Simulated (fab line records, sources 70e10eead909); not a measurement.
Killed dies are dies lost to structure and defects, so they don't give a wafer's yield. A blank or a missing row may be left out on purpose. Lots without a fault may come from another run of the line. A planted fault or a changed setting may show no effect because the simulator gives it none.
Which tool did it? | flow nand_harc | 24 lots, 72 wafers sampled, at 6 steps of a route of 1302

WHAT THE GAUGES READ, wafer by wafer
The record holds no reading of a measuring or inspecting step that can be judged against a usual standard deviation.

WHICH TOOL RAN EACH LOT (tool, then ch and the chambers of the sampled wafers, then the start)
lot  | NHARC_A_CONTACT_ETCH_116             | NHARC_A_CONTACT_ETCH_117             | NHARC_A_CONTACT_DEP_58          | NHARC_A_CONTACT_DESCUM_74          | NHARC_A_CONTACT_ETCH_97          | NHARC_A_CONTACT_STRIP_82
L074 | har_cap_etch-02 ch 0,1, day 21 08:27 | har_cap_etch-02 ch 0,1, day 21 08:37 | pecvd-03 ch 0,2, day 21 21:19   | rie_diel-11 ch 0,1, day 21 22:13   | rie_diel-11 ch 0,1,3, no start   | rie_diel-03 ch 0,2, no start
L075 | har_cap_etch-01 ch 0,1, day 21 11:17 | har_cap_etch-01 ch 0,1, day 21 11:27 | pecvd-02 ch 0,1,2, day 21 21:35 | rie_diel-03 ch 1,3, day 21 22:28   | rie_diel-11 ch 0,2,3, no start   | rie_diel-03 ch 1,2, no start
L076 | har_cap_etch-03 ch 0,1, day 22 07:20 | har_cap_etch-03 ch 0,1, day 22 07:31 | pecvd-02 ch 0,1,2, day 22 14:07 | rie_diel-11 ch 0,1,2, day 22 15:01 | rie_diel-11 ch 0,1,3, no start   | rie_diel-08 ch 0,2,3, no start
L077 | har_cap_etch-03 ch 0,1, day 22 23:14 | har_cap_etch-03 ch 0,1, day 22 23:25 | pecvd-01 ch 0,1,2, day 23 08:16 | rie_diel-08 ch 0,2,3, day 23 09:02 | rie_diel-08 ch 0,1,3, no start   | rie_diel-08 ch 2,3, no start
L078 | har_cap_etch-01 ch 0,1, day 23 08:47 | har_cap_etch-01 ch 0,1, day 23 08:58 | pecvd-01 ch 0,1,2, day 23 15:25 | rie_diel-11 ch 0,3, day 23 16:19   | rie_diel-03 ch 0,3, no start     | rie_diel-11 ch 0,3, no start
L080 | har_cap_etch-02 ch 0,1, day 23 15:13 | har_cap_etch-02 ch 0,1, day 23 15:23 | pecvd-01 ch 1,2, day 23 21:58   | rie_diel-11 ch 0,2,3, day 23 22:46 | rie_diel-11 ch 0,1, no start     | rie_diel-03 ch 0,1,3, no start
L079 | har_cap_etch-03 ch 0,1, day 23 19:49 | har_cap_etch-03 ch 0,1, day 23 19:59 | pecvd-02 ch 2, day 24 02:22     | rie_diel-08 ch 1,2,3, day 24 03:36 | rie_diel-11 ch 0,1,3, no start   | rie_diel-11 ch 0,1,2, no start
L081 | har_cap_etch-03 ch 0,1, day 24 23:16 | har_cap_etch-03 ch 0,1, day 24 23:26 | pecvd-03 ch 0,1, day 25 06:31   | rie_diel-11 ch 0,1,3, day 25 07:19 | rie_diel-03 ch 0,2,3, no start   | rie_diel-11 ch 0,3, no start
L083 | har_cap_etch-01 ch 0,1, day 25 00:37 | har_cap_etch-01 ch 0,1, day 25 00:47 | pecvd-01 ch 1,2, day 25 07:17   | rie_diel-03 ch 1,2,3, day 25 08:11 | rie_diel-03 ch 0,1,2, no start   | rie_diel-03 ch 1,2,3, no start
L082 | har_cap_etch-02 ch 0,1, day 25 02:27 | har_cap_etch-02 ch 0,1, day 25 02:37 | pecvd-03 ch 0,2, day 25 10:31   | rie_diel-08 ch 0,2, day 25 11:16   | rie_diel-11 ch 1,3, no start     | rie_diel-08 ch 0,1,3, no start
L085 | har_cap_etch-03 ch 0,1, day 26 05:35 | har_cap_etch-03 ch 0,1, day 26 05:46 | pecvd-02 ch 0,1,2, day 26 12:14 | rie_diel-03 ch 0,1,2, day 26 13:05 | rie_diel-03 ch 2,3, no start     | rie_diel-03 ch 1,3, no start
L084 | har_cap_etch-01 ch 0,1, day 26 05:56 | har_cap_etch-01 ch 0,1, day 26 06:07 | pecvd-01 ch 0,1, day 26 12:35   | rie_diel-03 ch 1,2, day 26 13:30   | rie_diel-03 ch 1,2, no start     | rie_diel-03 ch 1,2, no start
L086 | har_cap_etch-02 ch 0,1, day 26 11:26 | har_cap_etch-02 ch 0,1, day 26 11:37 | pecvd-01 ch 0,1,2, day 27 01:05 | rie_diel-11 ch 0,1,2, day 27 01:51 | rie_diel-08 ch 1,3, no start     | rie_diel-11 ch 0,1,3, no start
L087 | har_cap_etch-02 ch 0,1, day 26 19:53 | har_cap_etch-02 ch 0,1, day 26 20:03 | pecvd-03 ch 1,2, day 27 08:01   | rie_diel-03 ch 2,3, day 27 08:46   | rie_diel-11 ch 0,1,3, no start   | rie_diel-08 ch 1,2,3, no start
L088 | har_cap_etch-03 ch 0,1, day 27 11:06 | har_cap_etch-03 ch 0,1, day 27 11:17 | pecvd-01 ch 0,2, day 27 17:43   | rie_diel-11 ch 1,2, day 27 18:29   | rie_diel-03 ch 0,2, day 27 22:37 | rie_diel-11 ch 2,3, no start
L089 | har_cap_etch-01 ch 0,1, day 27 11:23 | har_cap_etch-01 ch 0,1, day 27 11:34 | pecvd-01 ch 0,2, day 27 19:16   | rie_diel-11 ch 0,3, day 27 20:17   | rie_diel-11 ch 1,2, no start     | rie_diel-11 ch 1,2, no start
L091 | har_cap_etch-02 ch 0,1, day 28 10:22 | har_cap_etch-02 ch 0,1, day 28 10:32 | pecvd-03 ch 1,2, day 28 19:36   | rie_diel-03 ch 0,1,2, day 28 20:28 | rie_diel-03 ch 0,3, no start     | rie_diel-11 ch 0,2,3, no start
L090 | har_cap_etch-03 ch 0,1, day 28 16:23 | har_cap_etch-03 ch 0,1, day 28 16:34 | pecvd-02 ch 0,1, day 29 00:38   | rie_diel-11 ch 0,2, day 29 01:26   | rie_diel-08 ch 0,1,2, no start   | rie_diel-08 ch 0,1, no start
L092 | har_cap_etch-01 ch 1, day 29 13:58   | har_cap_etch-01 ch 1, day 29 14:08   | pecvd-02 ch 0,2, day 29 20:41   | rie_diel-11 ch 1,2, day 29 21:34   | rie_diel-11 ch 1,3, no start     | rie_diel-03 ch 1,3, no start
L093 | har_cap_etch-03 ch 0,1, day 29 19:43 | har_cap_etch-03 ch 0,1, day 29 19:57 | pecvd-01 ch 0,1,2, day 30 02:57 | rie_diel-08 ch 0,1,2, day 30 03:53 | rie_diel-03 ch 1,3, no start     | rie_diel-11 ch 0,1,2, no start
L096 | har_cap_etch-03 ch 0,1, day 30 09:30 | har_cap_etch-03 ch 0,1, day 30 09:40 | pecvd-03 ch 0,2, day 30 18:19   | rie_diel-11 ch 1,2,3, day 30 19:07 | rie_diel-11 ch 0,2,3, no start   | rie_diel-11 ch 1,2,3, no start
L095 | har_cap_etch-02 ch 0,1, day 30 09:44 | har_cap_etch-02 ch 0,1, day 30 09:54 | pecvd-02 ch 0,1,2, day 30 19:04 | rie_diel-03 ch 0,3, day 30 19:53   | rie_diel-11 ch 0,2,3, no start   | rie_diel-11 ch 1,2, no start
L097 | har_cap_etch-03 ch 0, day 30 14:32   | har_cap_etch-03 ch 0, day 30 14:42   | pecvd-01 ch 0,1,2, day 30 21:34 | rie_diel-03 ch 1,2, day 30 22:29   | rie_diel-11 ch 1,2,3, no start   | rie_diel-11 ch 0,2, no start
L094 | har_cap_etch-02 ch 0,1, day 30 18:44 | har_cap_etch-02 ch 0,1, day 30 18:55 | pecvd-03 ch 1,2, day 31 02:29   | rie_diel-11 ch 2,3, day 31 03:22   | rie_diel-11 ch 1,2, no start     | rie_diel-11 ch 0,1, no start
- NHARC_A_CONTACT_ETCH_116: etches the open film in C4F8/O2/Ar, time 190 s, target depth 1850 nm.
- NHARC_A_CONTACT_ETCH_117: etches the open film in C4F8/O2/Ar, time 190 s, target depth 1850 nm.
- NHARC_A_CONTACT_DEP_58: deposits SiON, target thk 90 nm.
- NHARC_A_CONTACT_DESCUM_74: chemistry O2, time 3 s.
- NHARC_A_CONTACT_ETCH_97: etches the open film in C4F6/O2, target depth 20 nm, time 10 s.
- NHARC_A_CONTACT_STRIP_82: strips in O2.

WHAT THE TOOLS THEMSELVES READ (means of the sampled wafers that have a number; where no wafer has one, the mark that the record gives instead)
NHARC_A_CONTACT_DEP_58. Usual: heater_power_w 700 W, standard deviation 85.
lot  | tool     | heater_power_w (W) | flag
L074 | pecvd-03 | 677                |
L075 | pecvd-02 | 681                |
L076 | pecvd-02 | 720                |
L077 | pecvd-01 | 808                |
L078 | pecvd-01 | 731                |
L080 | pecvd-01 | 762                |
L079 | pecvd-02 | 607                |
L081 | pecvd-03 | 631                |
L083 | pecvd-01 | 779                |
L082 | pecvd-03 | 620                |
L085 | pecvd-02 | 690                |
L084 | pecvd-01 | 753                |
L086 | pecvd-01 | 794                |
L087 | pecvd-03 | 585                |
L088 | pecvd-01 | 694                |
L089 | pecvd-01 | 759                |
L091 | pecvd-03 | 603                |
L090 | pecvd-02 | 646                |
L092 | pecvd-02 | 706                |
L093 | pecvd-01 | 729                |
L096 | pecvd-03 | 635                |
L095 | pecvd-02 | 690                |
L097 | pecvd-01 | 704                |
L094 | pecvd-03 | 624                |

NHARC_A_CONTACT_DESCUM_74. Usual: drypump_motor_current_A 5.8 A, standard deviation 0.49; mfc_ar_sccm 0.010 sccm, standard deviation 0.0074; oes_product_au 1.001 a.u., standard deviation 0.0075; rf_vpp_V 57.7 V, standard deviation 0.89; showerhead_plenum_p_Torr 1.91 Torr, standard deviation 0.076; throttle_valve_pct 11.313 %, standard deviation 0.0094.
lot  | tool        | drypump_motor_current_A (A) | mfc_ar_sccm (sccm) | oes_product_au (a.u.) | rf_vpp_V (V) | showerhead_plenum_p_Torr (Torr) | throttle_valve_pct (%) | flag
L074 | rie_diel-11 | 5.4                         | 0.013              | 1.001                 | 58.5         | 1.96                            | 11.309                 |
L075 | rie_diel-03 | 5.8                         | 0.012              | 1.005                 | 58.6         | 1.99                            | 11.316                 |
L076 | rie_diel-11 | 5.4                         | 0.012              | 0.998                 | 58.2         | 1.96                            | 11.314                 |
L077 | rie_diel-08 | 6.2                         | 0.015              | 1.001                 | 58.4         | 1.94                            | 11.320                 |
L078 | rie_diel-11 | 6.1                         | 0.006              | 1.005                 | 58.0         | 1.86                            | 11.317                 |
L080 | rie_diel-11 | 5.7                         | 0.008              | 1.006                 | 58.1         | 1.91                            | 11.318                 |
L079 | rie_diel-08 | 6.0                         | 0.006              | 1.003                 | 56.9         | 1.93                            | 11.317                 |
L081 | rie_diel-11 | 5.7                         | 0.009              | 0.995                 | 57.6         | 1.91                            | 11.314                 |
L083 | rie_diel-03 | 6.1                         | 0.010              | 0.998                 | 58.5         | 1.93                            | 11.313                 |
L082 | rie_diel-08 | 6.3                         | 0.020              | 1.000                 | 57.1         | 1.90                            | 11.313                 |
L085 | rie_diel-03 | 5.9                         | 0.005              | 0.999                 | 57.6         | 1.87                            | 11.305                 |
L084 | rie_diel-03 | 5.9                         | 0.004              | 1.005                 | 58.4         | 1.91                            | 11.314                 |
L086 | rie_diel-11 | 5.4                         | 0.012              | 0.996                 | 57.4         | 1.95                            | 11.309                 |
L087 | rie_diel-03 | 6.4                         | 0.008              | 1.003                 | 57.0         | 1.88                            | 11.313                 |
L088 | rie_diel-11 | 5.5                         | 0.014              | 1.003                 | 58.2         | 1.94                            | 11.313                 |
L089 | rie_diel-11 | 6.1                         | 0.006              | 0.998                 | 57.8         | 1.85                            | 11.316                 |
L091 | rie_diel-03 | 5.9                         | 0.005              | 1.008                 | 57.6         | 1.87                            | 11.303                 |
L090 | rie_diel-11 | 5.3                         | 0.009              | 1.000                 | 57.4         | 1.97                            | 11.311                 |
L092 | rie_diel-11 | 5.5                         | 0.015              | 0.990                 | 57.7         | 1.93                            | 11.316                 |
L093 | rie_diel-08 | 6.1                         | 0.014              | 1.000                 | 58.1         | 1.86                            | 11.320                 |
L096 | rie_diel-11 | 5.8                         | 0.011              | 0.998                 | 57.0         | 1.88                            | 11.321                 |
L095 | rie_diel-03 | 6.0                         | 0.019              | 1.014                 | 58.0         | 1.95                            | 11.309                 |
L097 | rie_diel-03 | 5.9                         | 0.004              | 1.005                 | 57.6         | 1.90                            | 11.312                 |
L094 | rie_diel-11 | 5.8                         | 0.010              | 1.001                 | 57.2         | 1.88                            | 11.316                 |

NHARC_A_CONTACT_ETCH_97. Usual: drypump_motor_current_A 5.8 A, standard deviation 0.49; mfc_ar_sccm 500.1 sccm, standard deviation 1.4; oes_product_au 0.958 a.u., standard deviation 0.023; rf_vpp_V 546.6 V, standard deviation 2.9; showerhead_plenum_p_Torr 3.91 Torr, standard deviation 0.14; throttle_valve_pct 26.903 %, standard deviation 0.0092.
lot  | tool        | drypump_motor_current_A (A) | mfc_ar_sccm (sccm) | oes_product_au (a.u.) | rf_vpp_V (V) | showerhead_plenum_p_Torr (Torr) | throttle_valve_pct (%) | flag
L074 | rie_diel-11 | 5.8                         | 500.5              | 0.954                 | 546.5        | 3.91                            | 26.903                 |
L075 | rie_diel-11 | 5.7                         | 500.9              | 0.945                 | 546.9        | 3.92                            | 26.894                 |
L076 | rie_diel-11 | 5.8                         | 499.4              | 0.955                 | 546.9        | 3.91                            | 26.908                 |
L077 | rie_diel-08 | 6.1                         | 500.5              | 0.955                 | 546.1        | 3.91                            | 26.904                 |
L078 | rie_diel-03 | 6.0                         | 499.8              | 1.001                 | 549.3        | 4.03                            | 26.897                 |
L080 | rie_diel-11 | 5.4                         | 498.7              | 0.949                 | 548.0        | 3.99                            | 26.897                 |
L079 | rie_diel-11 | 5.8                         | 501.0              | 0.946                 | 546.8        | 3.91                            | 26.897                 |
L081 | rie_diel-03 | 6.1                         | 500.8              | 1.004                 | 546.3        | 3.89                            | 26.918                 |
L083 | rie_diel-03 | 5.9                         | 500.0              | 0.938                 | 545.5        | 3.85                            | 26.906                 |
L082 | rie_diel-11 | 6.2                         | 500.5              | 0.941                 | 544.3        | 3.79                            | 26.905                 |
L085 | rie_diel-03 | 6.3                         | 498.3              | 0.961                 | 548.6        | 3.99                            | 26.906                 |
L084 | rie_diel-03 | 5.9                         | 501.2              | 0.939                 | 546.6        | 3.92                            | 26.907                 |
L086 | rie_diel-08 | 6.0                         | 499.0              | 0.954                 | 548.6        | 4.00                            | 26.904                 |
L087 | rie_diel-11 | 5.8                         | 498.8              | 0.940                 | 545.9        | 3.90                            | 26.913                 |
L088 | rie_diel-03 | 6.0                         | 500.9              | 1.002                 | 543.7        | 3.77                            | 26.898                 |
L089 | rie_diel-11 | 5.5                         | 501.3              | 0.941                 | 547.1        | 3.96                            | 26.909                 |
L091 | rie_diel-03 | 5.9                         | 501.8              | 0.953                 | 546.5        | 3.89                            | 26.902                 |
L090 | rie_diel-08 | 6.1                         | 500.5              | 0.957                 | 544.6        | 3.83                            | 26.905                 |
L092 | rie_diel-11 | 6.2                         | 499.9              | 0.942                 | 544.3        | 3.78                            | 26.900                 |
L093 | rie_diel-03 | 5.8                         | 500.8              | 1.006                 | 548.9        | 4.03                            | 26.907                 |
L096 | rie_diel-11 | 5.7                         | 501.2              | 0.940                 | 546.3        | 3.90                            | 26.899                 |
L095 | rie_diel-11 | 5.8                         | 499.8              | 0.947                 | 547.1        | 3.90                            | 26.906                 |
L097 | rie_diel-11 | 5.9                         | 501.2              | 0.959                 | 545.4        | 3.87                            | 26.896                 |
L094 | rie_diel-11 | 5.4                         | 500.8              | 0.961                 | 547.2        | 3.95                            | 26.905                 |

NHARC_A_CONTACT_STRIP_82. Usual: drypump_motor_current_A 5.9 A, standard deviation 0.47; mfc_ar_sccm 0.010 sccm, standard deviation 0.0076; oes_product_au 1.001 a.u., standard deviation 0.0069; rf_vpp_V 57.7 V, standard deviation 0.87; showerhead_plenum_p_Torr 3.52 Torr, standard deviation 0.13; throttle_valve_pct 17.035 %, standard deviation 0.0088.
lot  | tool        | drypump_motor_current_A (A) | mfc_ar_sccm (sccm) | oes_product_au (a.u.) | rf_vpp_V (V) | showerhead_plenum_p_Torr (Torr) | throttle_valve_pct (%) | flag
L074 | rie_diel-03 | 5.9                         | 0.005              | 0.999                 | 57.4         | 3.41                            | 17.034                 |
L075 | rie_diel-03 | 5.9                         | 0.004              | 1.001                 | 57.7         | 3.55                            | 17.040                 |
L076 | rie_diel-08 | 6.2                         | 0.015              | 1.000                 | 58.3         | 3.56                            | 17.037                 |
L077 | rie_diel-08 | 6.2                         | 0.012              | 0.999                 | 58.1         | 3.60                            | 17.039                 |
L078 | rie_diel-11 | 6.1                         | 0.006              | 0.999                 | 57.3         | 3.44                            | 17.026                 |
L080 | rie_diel-03 | 5.8                         | 0.013              | 0.998                 | 57.7         | 3.58                            | 17.032                 |
L079 | rie_diel-11 | 5.4                         | 0.012              | 0.997                 | 57.9         | 3.60                            | 17.036                 |
L081 | rie_diel-11 | 6.1                         | 0.006              | 1.003                 | 57.2         | 3.44                            | 17.041                 |
L083 | rie_diel-03 | 6.1                         | 0.010              | 0.999                 | 57.6         | 3.56                            | 17.038                 |
L082 | rie_diel-08 | 6.0                         | 0.010              | 1.004                 | 57.9         | 3.51                            | 17.038                 |
L085 | rie_diel-03 | 6.0                         | 0.018              | 1.002                 | 57.8         | 3.68                            | 17.039                 |
L084 | rie_diel-03 | 6.1                         | 0.002              | 1.002                 | 56.9         | 3.44                            | 17.039                 |
L086 | rie_diel-11 | 5.8                         | 0.009              | 1.002                 | 57.8         | 3.51                            | 17.032                 |
L087 | rie_diel-08 | 6.0                         | 0.006              | 1.004                 | 57.1         | 3.54                            | 17.025                 |
L088 | rie_diel-11 | 6.2                         | 0.008              | 1.004                 | 57.4         | 3.40                            | 17.038                 |
L089 | rie_diel-11 | 5.5                         | 0.015              | 0.993                 | 57.5         | 3.56                            | 17.031                 |
L091 | rie_diel-11 | 5.8                         | 0.008              | 1.002                 | 58.0         | 3.51                            | 17.036                 |
L090 | rie_diel-08 | 5.9                         | 0.009              | 0.996                 | 57.8         | 3.40                            | 17.037                 |
L092 | rie_diel-03 | 6.0                         | 0.018              | 1.011                 | 58.5         | 3.67                            | 17.040                 |
L093 | rie_diel-11 | 5.4                         | 0.012              | 1.006                 | 58.2         | 3.58                            | 17.030                 |
L096 | rie_diel-11 | 5.8                         | 0.011              | 1.002                 | 57.9         | 3.47                            | 17.029                 |
L095 | rie_diel-11 | 5.5                         | 0.014              | 0.995                 | 57.0         | 3.56                            | 17.042                 |
L097 | rie_diel-11 | 5.4                         | 0.011              | 1.006                 | 58.1         | 3.59                            | 17.036                 |
L094 | rie_diel-11 | 5.3                         | 0.010              | 0.997                 | 58.4         | 3.61                            | 17.029                 |

THE ANSWER, worked out from the rows above alone
Rule: a lot is off if the mean of its wafers that have a number lies more than 3 standard deviations from the usual mean. A lot without any number at a reading at which 4 lots or more have one is off too. The other lots that the step has rows for count as sound. The gauges are gone through in route order, then the tools' own readings, and for those a lot's mean is taken as printed above. The first step at which some lot is off is used, and at that step the reading that is off furthest; a lot without a number counts as furthest.
No lot is off at any reading shown: from this, nothing can be told.

WHAT THE SIMULATOR HAD PUT IN
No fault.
